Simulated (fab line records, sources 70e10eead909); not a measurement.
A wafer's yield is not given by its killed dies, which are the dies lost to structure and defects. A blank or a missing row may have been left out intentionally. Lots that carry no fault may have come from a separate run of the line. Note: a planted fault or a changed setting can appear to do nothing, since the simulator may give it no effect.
Matching of chambers	flow nand harc	NHARC_A_SLIT_DEP_23 on pecvd-04: 3 sister chambers
The step deposits SiON, target thk 100 nm. 3 wafers are shown with their chamber, then 8 later ones without.

WAFERS, EACH WITH ITS CHAMBER
wafer	chamber	heater power w (W)
L081.6	1	675
L087.6	0	631
L091.3	2	925

WAFERS WHOSE CHAMBER IS MISSING
wafer	heater power w (W)
L091.4	794
L091.6	754
L089.1	600
L089.2	764
L089.4	614
L095.1	809
L095.3	655
L095.4	811

WHICH CHAMBER EACH WENT THROUGH
wafer	from the rows above	in truth
L091.4	can't be placed: 1 or 2 or 0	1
L091.6	can't be placed: 1 or 0 or 2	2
L089.1	can't be placed: 0 or 1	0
L089.2	can't be placed: 1 or 0 or 2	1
L089.4	can't be placed: 0 or 1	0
L095.1	can't be placed: 2 or 1 or 0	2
L095.3	can't be placed: 1 or 0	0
L095.4	can't be placed: 2 or 1 or 0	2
Correctly placed: 0 of 8. Unplaceable from these rows: 8, with the true chamber sitting among the candidates in 8. Placed wrongly: 0.
How it was worked out, from the rows above alone: a wafer's distance from a chamber is the root of the sum, over the readings, of the square of ((its reading less the chamber's mean) divided by the reading's scatter). If the next closest chamber is less than 2 further off than the closest, the wafer can't be placed; otherwise it belongs to the closest. Each chamber's mean is taken over the wafers shown for it. The scatter: root of mean squared gap, hidden wafer to nearest shown wafer, with one shown wafer a chamber.
